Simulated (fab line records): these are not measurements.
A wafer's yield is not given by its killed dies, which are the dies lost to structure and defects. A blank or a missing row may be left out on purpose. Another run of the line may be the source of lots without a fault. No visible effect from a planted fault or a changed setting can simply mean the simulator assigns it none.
Which of the tools did it? || flow nand-harc || Sampling: 11 lots, 33 wafers, 5 of 1302 route steps

## WHAT THE GAUGES SHOWED, per wafer
NHARC_P_ZERO_WELL_CD_MEAS_52: the cd target is 2000 nm. Usual: cd-nm at 1999.8 nm, with a standard deviation of 2.
{"lot": "L109", "measured": "day 2 01:48", "on": "cd-sem-01", "cd-nm (nm)": "2002.4 1999.8 1999.6", "flag": ""}
{"lot": "L111", "measured": "day 2 21:56", "on": "cd-sem-01", "cd-nm (nm)": "1998.3 1997.3 1995.7", "flag": ""}
{"lot": "L112", "measured": "day 3 07:47", "on": "cd-sem-03", "cd-nm (nm)": "2000.7 1998.7 1999.7", "flag": ""}
{"lot": "L113", "measured": "day 3 17:44", "on": "cd-sem-03", "cd-nm (nm)": "2000.8 2001.7 1999.5", "flag": ""}
{"lot": "L114", "measured": "day 4 03:49", "on": "cd-sem-02", "cd-nm (nm)": "1997.3 1999.0 1999.5", "flag": ""}
{"lot": "L115", "measured": "day 4 13:54", "on": "cd-sem-02", "cd-nm (nm)": "1997.9 2000.3 1997.8", "flag": ""}
{"lot": "L116", "measured": "day 4 23:59", "on": "cd-sem-02", "cd-nm (nm)": "1999.9 2002.0 2001.4", "flag": ""}
{"lot": "L117", "measured": "day 5 09:50", "on": "cd-sem-01", "cd-nm (nm)": "2000.7 1998.8 2002.1", "flag": ""}
{"lot": "L120", "measured": "day 6 15:55", "on": "cd-sem-02", "cd-nm (nm)": "1999.4 2002.3 2002.9", "flag": ""}
{"lot": "L129", "measured": "day 10 09:59", "on": "cd-sem-01", "cd-nm (nm)": "2045.6 2001.2 2042.4 2045.7 2000.9 2042.4", "flag": "OFF"}
{"lot": "L132", "measured": "day 11 15:56", "on": "cd-sem-02", "cd-nm (nm)": "2003.8 2003.8 2003.1", "flag": ""}

NHARC_P_ZERO_WELL_INSPECT_43. Usual: raw-defect-count at 14, with a standard deviation of 6.4.
{"lot": "L109", "measured": "day 2 03:37", "on": "defect-inspect-01", "raw-defect-count": "18 5 11", "flag": ""}
{"lot": "L111", "measured": "day 2 23:44", "on": "defect-inspect-02", "raw-defect-count": "3 7 9", "flag": ""}
{"lot": "L112", "measured": "day 3 09:40", "on": "defect-inspect-01", "raw-defect-count": "5 7 12", "flag": ""}
{"lot": "L113", "measured": "day 3 19:33", "on": "defect-inspect-02", "raw-defect-count": "12 16 7", "flag": ""}
{"lot": "L114", "measured": "day 4 05:36", "on": "defect-inspect-01", "raw-defect-count": "20 10 25", "flag": ""}
{"lot": "L115", "measured": "day 4 15:45", "on": "defect-inspect-01", "raw-defect-count": "14 10 13", "flag": ""}
{"lot": "L116", "measured": "day 5 01:53", "on": "defect-inspect-02", "raw-defect-count": "21 17 17", "flag": ""}
{"lot": "L117", "measured": "day 5 11:40", "on": "defect-inspect-02", "raw-defect-count": "13 13 11", "flag": ""}
{"lot": "L120", "measured": "day 6 17:44", "on": "defect-inspect-02", "raw-defect-count": "15 9 8", "flag": ""}
{"lot": "L129", "measured": "day 10 16:21", "on": "defect-inspect-01", "raw-defect-count": "7 16 8", "flag": ""}
{"lot": "L132", "measured": "day 11 17:46", "on": "defect-inspect-01", "raw-defect-count": "13 25 16", "flag": ""}

## EACH LOT AND THE TOOL THAT RAN IT (in order: tool; ch and the chambers of the sampled wafers; start)
{"lot": "L109", "NHARC_P_ZERO_WELL_DESCUM_13": "rie-diel-07 ch 1,2, day 1 21:24", "NHARC_P_ZERO_WELL_ETCH_62": "rie-diel-07 ch 0,1,3, day 2 01:38 or earlier", "NHARC_P_ZERO_WELL_EXPOSE_49": "krf-scanner-02 ch 0, day 2 01:38"}
{"lot": "L111", "NHARC_P_ZERO_WELL_DESCUM_13": "rie-diel-11 ch 2,3, day 2 17:24", "NHARC_P_ZERO_WELL_ETCH_62": "rie-diel-11 ch 0,1,3, day 2 21:47 or earlier", "NHARC_P_ZERO_WELL_EXPOSE_49": "krf-scanner-03 ch 0, day 2 21:47"}
{"lot": "L112", "NHARC_P_ZERO_WELL_DESCUM_13": "rie-diel-11 ch 0,1,2, day 3 03:23", "NHARC_P_ZERO_WELL_ETCH_62": "rie-diel-11 ch 0,2,3, day 3 07:38 or earlier", "NHARC_P_ZERO_WELL_EXPOSE_49": "krf-scanner-02 ch 0, day 3 07:38"}
{"lot": "L113", "NHARC_P_ZERO_WELL_DESCUM_13": "rie-diel-10 ch 1,2, day 3 13:25", "NHARC_P_ZERO_WELL_ETCH_62": "rie-diel-10 ch 0,2,3, day 3 17:35 or earlier", "NHARC_P_ZERO_WELL_EXPOSE_49": "krf-scanner-02 ch 0, day 3 17:35"}
{"lot": "L114", "NHARC_P_ZERO_WELL_DESCUM_13": "rie-diel-11 ch 0,1,3, day 3 23:27", "NHARC_P_ZERO_WELL_ETCH_62": "rie-diel-11 ch 0,1, day 4 03:39 or earlier", "NHARC_P_ZERO_WELL_EXPOSE_49": "krf-scanner-03 ch 0, day 4 03:39"}
{"lot": "L115", "NHARC_P_ZERO_WELL_DESCUM_13": "rie-diel-07 ch 0,3, day 4 09:23", "NHARC_P_ZERO_WELL_ETCH_62": "rie-diel-07 ch 1,2,3, day 4 13:45 or earlier", "NHARC_P_ZERO_WELL_EXPOSE_49": "krf-scanner-02 ch 0, day 4 13:45"}
{"lot": "L116", "NHARC_P_ZERO_WELL_DESCUM_13": "rie-diel-07 ch 0,1,2, day 4 19:30", "NHARC_P_ZERO_WELL_ETCH_62": "rie-diel-07 ch 0,1,3, day 4 23:50 or earlier", "NHARC_P_ZERO_WELL_EXPOSE_49": "krf-scanner-04 ch 0, day 4 23:50"}
{"lot": "L117", "NHARC_P_ZERO_WELL_DESCUM_13": "rie-diel-07 ch 0,2,3, day 5 05:18", "NHARC_P_ZERO_WELL_ETCH_62": "rie-diel-07 ch 0,2, day 5 09:40 or earlier", "NHARC_P_ZERO_WELL_EXPOSE_49": "krf-scanner-02 ch 0, day 5 09:40"}
{"lot": "L120", "NHARC_P_ZERO_WELL_DESCUM_13": "rie-diel-07 ch 1,2,3, day 6 11:35", "NHARC_P_ZERO_WELL_ETCH_62": "rie-diel-07 ch 0,1,3, day 6 15:46 or earlier", "NHARC_P_ZERO_WELL_EXPOSE_49": "krf-scanner-02 ch 0, day 6 15:46"}
{"lot": "L129", "NHARC_P_ZERO_WELL_DESCUM_13": "rie-diel-10 ch 1,3, day 10 05:23", "NHARC_P_ZERO_WELL_ETCH_62": "rie-diel-10 ch 1,2,3, day 10 09:49 or earlier", "NHARC_P_ZERO_WELL_EXPOSE_49": "krf-scanner-02 ch 0, day 10 09:49"}
{"lot": "L132", "NHARC_P_ZERO_WELL_DESCUM_13": "rie-diel-11 ch 1,2,3, day 11 11:25", "NHARC_P_ZERO_WELL_ETCH_62": "rie-diel-11 ch 1,2, day 11 15:47 or earlier", "NHARC_P_ZERO_WELL_EXPOSE_49": "krf-scanner-04 ch 0, day 11 15:47"}
- NHARC_P_ZERO_WELL_DESCUM_13: chemistry O2, time 3 s.
- NHARC_P_ZERO_WELL_ETCH_62: etches the open film in CHF3/Ar, target depth 13 nm, time 6.5 s.
- NHARC_P_ZERO_WELL_EXPOSE_49: exposes mask P HVPW, target cd 2000 nm.

## WHAT THE TOOLS THEMSELVES READ (means of the sampled wafers that have a number; where no wafer has one, the mark that the record gives instead)
NHARC_P_ZERO_WELL_DESCUM_13. Usual: drypump-motor-current-A 5.9 A, standard deviation 0.41; oes-product-au 1.005 a.u., standard deviation 0.011; rf-vpp-V 57.9 V, standard deviation 0.87; showerhead-plenum-p-Torr 1.91 Torr, standard deviation 0.07; throttle-valve-pct 11.312 %, standard deviation 0.0089.
{"lot": "L109", "tool": "rie-diel-07", "drypump-motor-current-A (A)": 6.0, "oes-product-au (a.u.)": 0.988, "rf-vpp-V (V)": 58.0, "showerhead-plenum-p-Torr (Torr)": 1.87, "throttle-valve-pct (%)": 11.316, "flag": ""}
{"lot": "L111", "tool": "rie-diel-11", "drypump-motor-current-A (A)": 5.8, "oes-product-au (a.u.)": 1.007, "rf-vpp-V (V)": 58.2, "showerhead-plenum-p-Torr (Torr)": 1.92, "throttle-valve-pct (%)": 11.309, "flag": ""}
{"lot": "L112", "tool": "rie-diel-11", "drypump-motor-current-A (A)": 5.7, "oes-product-au (a.u.)": 1.000, "rf-vpp-V (V)": 57.4, "showerhead-plenum-p-Torr (Torr)": 1.88, "throttle-valve-pct (%)": 11.308, "flag": ""}
{"lot": "L113", "tool": "rie-diel-10", "drypump-motor-current-A (A)": 5.9, "oes-product-au (a.u.)": 1.002, "rf-vpp-V (V)": 57.8, "showerhead-plenum-p-Torr (Torr)": 1.86, "throttle-valve-pct (%)": 11.315, "flag": ""}
{"lot": "L114", "tool": "rie-diel-11", "drypump-motor-current-A (A)": 6.0, "oes-product-au (a.u.)": 1.014, "rf-vpp-V (V)": 58.5, "showerhead-plenum-p-Torr (Torr)": 1.92, "throttle-valve-pct (%)": 11.311, "flag": ""}
{"lot": "L115", "tool": "rie-diel-07", "drypump-motor-current-A (A)": 5.7, "oes-product-au (a.u.)": 1.005, "rf-vpp-V (V)": 58.0, "showerhead-plenum-p-Torr (Torr)": 1.91, "throttle-valve-pct (%)": 11.322, "flag": ""}
{"lot": "L116", "tool": "rie-diel-07", "drypump-motor-current-A (A)": 5.7, "oes-product-au (a.u.)": 0.992, "rf-vpp-V (V)": 57.2, "showerhead-plenum-p-Torr (Torr)": 1.89, "throttle-valve-pct (%)": 11.306, "flag": ""}
{"lot": "L117", "tool": "rie-diel-07", "drypump-motor-current-A (A)": 5.6, "oes-product-au (a.u.)": 1.004, "rf-vpp-V (V)": 58.2, "showerhead-plenum-p-Torr (Torr)": 1.88, "throttle-valve-pct (%)": 11.311, "flag": ""}
{"lot": "L120", "tool": "rie-diel-07", "drypump-motor-current-A (A)": 6.0, "oes-product-au (a.u.)": 0.995, "rf-vpp-V (V)": 57.8, "showerhead-plenum-p-Torr (Torr)": 1.89, "throttle-valve-pct (%)": 11.318, "flag": ""}
{"lot": "L129", "tool": "rie-diel-10", "drypump-motor-current-A (A)": 6.2, "oes-product-au (a.u.)": 1.010, "rf-vpp-V (V)": 58.1, "showerhead-plenum-p-Torr (Torr)": 1.93, "throttle-valve-pct (%)": 11.311, "flag": ""}
{"lot": "L132", "tool": "rie-diel-11", "drypump-motor-current-A (A)": 6.0, "oes-product-au (a.u.)": 1.010, "rf-vpp-V (V)": 57.4, "showerhead-plenum-p-Torr (Torr)": 1.94, "throttle-valve-pct (%)": 11.309, "flag": ""}

NHARC_P_ZERO_WELL_ETCH_62. Usual: drypump-motor-current-A 5.9 A, standard deviation 0.42; oes-product-au 0.968 a.u., standard deviation 0.015; rf-vpp-V 370.5 V, standard deviation 2.1; showerhead-plenum-p-Torr 2.34 Torr, standard deviation 0.087; throttle-valve-pct 20.218 %, standard deviation 0.0087.
{"lot": "L109", "tool": "rie-diel-07", "drypump-motor-current-A (A)": 5.8, "oes-product-au (a.u.)": 0.957, "rf-vpp-V (V)": 371.8, "showerhead-plenum-p-Torr (Torr)": 2.36, "throttle-valve-pct (%)": 20.213, "flag": ""}
{"lot": "L111", "tool": "rie-diel-11", "drypump-motor-current-A (A)": 6.0, "oes-product-au (a.u.)": 0.979, "rf-vpp-V (V)": 370.4, "showerhead-plenum-p-Torr (Torr)": 2.36, "throttle-valve-pct (%)": 20.218, "flag": ""}
{"lot": "L112", "tool": "rie-diel-11", "drypump-motor-current-A (A)": 5.7, "oes-product-au (a.u.)": 0.971, "rf-vpp-V (V)": 369.7, "showerhead-plenum-p-Torr (Torr)": 2.31, "throttle-valve-pct (%)": 20.210, "flag": ""}
{"lot": "L113", "tool": "rie-diel-10", "drypump-motor-current-A (A)": 6.0, "oes-product-au (a.u.)": 0.978, "rf-vpp-V (V)": 370.6, "showerhead-plenum-p-Torr (Torr)": 2.33, "throttle-valve-pct (%)": 20.213, "flag": ""}
{"lot": "L114", "tool": "rie-diel-11", "drypump-motor-current-A (A)": 6.0, "oes-product-au (a.u.)": 0.977, "rf-vpp-V (V)": 371.0, "showerhead-plenum-p-Torr (Torr)": 2.35, "throttle-valve-pct (%)": 20.214, "flag": ""}
{"lot": "L115", "tool": "rie-diel-07", "drypump-motor-current-A (A)": 6.0, "oes-product-au (a.u.)": 0.966, "rf-vpp-V (V)": 369.6, "showerhead-plenum-p-Torr (Torr)": 2.32, "throttle-valve-pct (%)": 20.214, "flag": ""}
{"lot": "L116", "tool": "rie-diel-07", "drypump-motor-current-A (A)": 5.8, "oes-product-au (a.u.)": 0.978, "rf-vpp-V (V)": 370.5, "showerhead-plenum-p-Torr (Torr)": 2.35, "throttle-valve-pct (%)": 20.208, "flag": ""}
{"lot": "L117", "tool": "rie-diel-07", "drypump-motor-current-A (A)": 5.6, "oes-product-au (a.u.)": 0.965, "rf-vpp-V (V)": 369.3, "showerhead-plenum-p-Torr (Torr)": 2.26, "throttle-valve-pct (%)": 20.224, "flag": ""}
{"lot": "L120", "tool": "rie-diel-07", "drypump-motor-current-A (A)": 5.8, "oes-product-au (a.u.)": 0.974, "rf-vpp-V (V)": 370.2, "showerhead-plenum-p-Torr (Torr)": 2.35, "throttle-valve-pct (%)": 20.217, "flag": ""}
{"lot": "L129", "tool": "rie-diel-10", "drypump-motor-current-A (A)": 5.9, "oes-product-au (a.u.)": 0.973, "rf-vpp-V (V)": 369.4, "showerhead-plenum-p-Torr (Torr)": 2.30, "throttle-valve-pct (%)": 20.213, "flag": ""}
{"lot": "L132", "tool": "rie-diel-11", "drypump-motor-current-A (A)": 6.1, "oes-product-au (a.u.)": 0.979, "rf-vpp-V (V)": 371.4, "showerhead-plenum-p-Torr (Torr)": 2.36, "throttle-valve-pct (%)": 20.217, "flag": ""}

NHARC_P_ZERO_WELL_EXPOSE_49. Usual: focus-offset-nm at -0.1 nm, with a standard deviation of 0.51.
{"lot": "L109", "tool": "krf-scanner-02", "focus-offset-nm (nm)": -0.0, "flag": ""}
{"lot": "L111", "tool": "krf-scanner-03", "focus-offset-nm (nm)": -0.3, "flag": ""}
{"lot": "L112", "tool": "krf-scanner-02", "focus-offset-nm (nm)": -0.3, "flag": ""}
{"lot": "L113", "tool": "krf-scanner-02", "focus-offset-nm (nm)": -0.3, "flag": ""}
{"lot": "L114", "tool": "krf-scanner-03", "focus-offset-nm (nm)": 0.1, "flag": ""}
{"lot": "L115", "tool": "krf-scanner-02", "focus-offset-nm (nm)": 0.2, "flag": ""}
{"lot": "L116", "tool": "krf-scanner-04", "focus-offset-nm (nm)": -0.5, "flag": ""}
{"lot": "L117", "tool": "krf-scanner-02", "focus-offset-nm (nm)": -0.2, "flag": ""}
{"lot": "L120", "tool": "krf-scanner-02", "focus-offset-nm (nm)": 0.1, "flag": ""}
{"lot": "L129", "tool": "krf-scanner-02", "focus-offset-nm (nm)": -0.1, "flag": ""}
{"lot": "L132", "tool": "krf-scanner-04", "focus-offset-nm (nm)": -0.2, "flag": ""}

## THE ANSWER, worked out from the rows above alone
Rule: a lot is off if the mean of its wafers that have a number lies more than 3 standard deviations from the usual mean. A lot without any number at a reading at which 4 lots or more have one is off too. All remaining lots with rows at the step are treated as sound. After the gauges, taken in route order, come the tools' own readings; for these a lot's mean is taken, as printed above. At the first step where some lot is off, the reading lying furthest off is the one used; lots without a number count as furthest.
Off, at NHARC_P_ZERO_WELL_CD_MEAS_52 on cd-nm: L129.
If a tool, at a process step before that reading, ran all the lots that are off and no sound lot after the first of them, it fits. The gauges at NHARC_P_ZERO_WELL_CD_MEAS_52 are tried like those tools. NHARC_P_ZERO_WELL_ETCH_62: start missing for some lots; hours and lot order therefore follow NHARC_P_ZERO_WELL_EXPOSE_49. Can't be told from this: 3 tools fit, rie-diel-10 at NHARC_P_ZERO_WELL_DESCUM_13 and NHARC_P_ZERO_WELL_ETCH_62, krf-scanner-02 at NHARC_P_ZERO_WELL_EXPOSE_49, cd-sem-01 at NHARC_P_ZERO_WELL_CD_MEAS_52.

## WHAT WAS PUT IN BY THE SIMULATOR
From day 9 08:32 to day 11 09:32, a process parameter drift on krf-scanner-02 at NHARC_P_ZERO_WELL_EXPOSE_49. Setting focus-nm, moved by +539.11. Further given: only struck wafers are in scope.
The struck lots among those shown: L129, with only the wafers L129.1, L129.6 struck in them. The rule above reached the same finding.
